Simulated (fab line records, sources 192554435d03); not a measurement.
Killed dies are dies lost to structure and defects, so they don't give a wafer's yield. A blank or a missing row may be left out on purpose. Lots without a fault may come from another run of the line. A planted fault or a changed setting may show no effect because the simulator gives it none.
Which tool did it? | flow n5_finfet | 12 lots, 34 wafers sampled, at 1 step of a route of 1938

WHAT THE GAUGES READ, wafer by wafer
N5_BEOL_M12_OCD_MEAS_35.
lot  | measured     | on     | trench_depth_nm (nm)
L480 | day 12 18:01 | ocd-02 | 322 326 326
L479 | day 12 18:30 | ocd-01 | 322 322 323
L486 | day 13 19:10 | ocd-01 | 320 321 320
L485 | day 13 21:35 | ocd-02 | 321 323 321
L490 | day 14 07:35 | ocd-02 | 319 321 319
L487 | day 14 10:03 | ocd-01 | 321 320 322
L488 | day 14 16:30 | ocd-01 | 317 314 316
L494 | day 15 10:49 | ocd-01 | 316 315 316
L495 | day 16 05:56 | ocd-02 | 323
L500 | day 17 09:23 | ocd-02 | 311 321 316
L498 | day 17 11:17 | ocd-02 | 319 316 320
L502 | day 18 03:02 | ocd-02 | 317 317 319

WHICH TOOL RAN EACH LOT (tool, then ch and the chambers of the sampled wafers, then the start)
The record holds no process step before these readings.

WHAT THE TOOLS THEMSELVES READ (means of the sampled wafers that have a number; where no wafer has one, the mark that the record gives instead)
The record holds no such reading with a usual standard deviation.

THE ANSWER, worked out from the rows above alone
Rule: what is usual is taken from the lots themselves. Put in order of their means at a reading, lots are off if they are a third of the lots or fewer, leave a main group of 4 or more, and stand apart from it by a gap of 3 or more times the standard deviation of the main group's means; of several such gaps the widest counts. A main group whose means are all the same, to the digits that the tables above print for the reading, isn't used. A lot without any number at a reading at which 4 lots or more have one is off too. The other lots that the step has rows for count as sound. The gauges are gone through in route order, then the tools' own readings, and for those a lot's mean is taken as printed above. The first step at which some lot is off is used, and at that step the reading that is off furthest; a lot without a number counts as furthest.
No lot is off at any reading shown: from this, nothing can be told.

WHAT THE SIMULATOR HAD PUT IN
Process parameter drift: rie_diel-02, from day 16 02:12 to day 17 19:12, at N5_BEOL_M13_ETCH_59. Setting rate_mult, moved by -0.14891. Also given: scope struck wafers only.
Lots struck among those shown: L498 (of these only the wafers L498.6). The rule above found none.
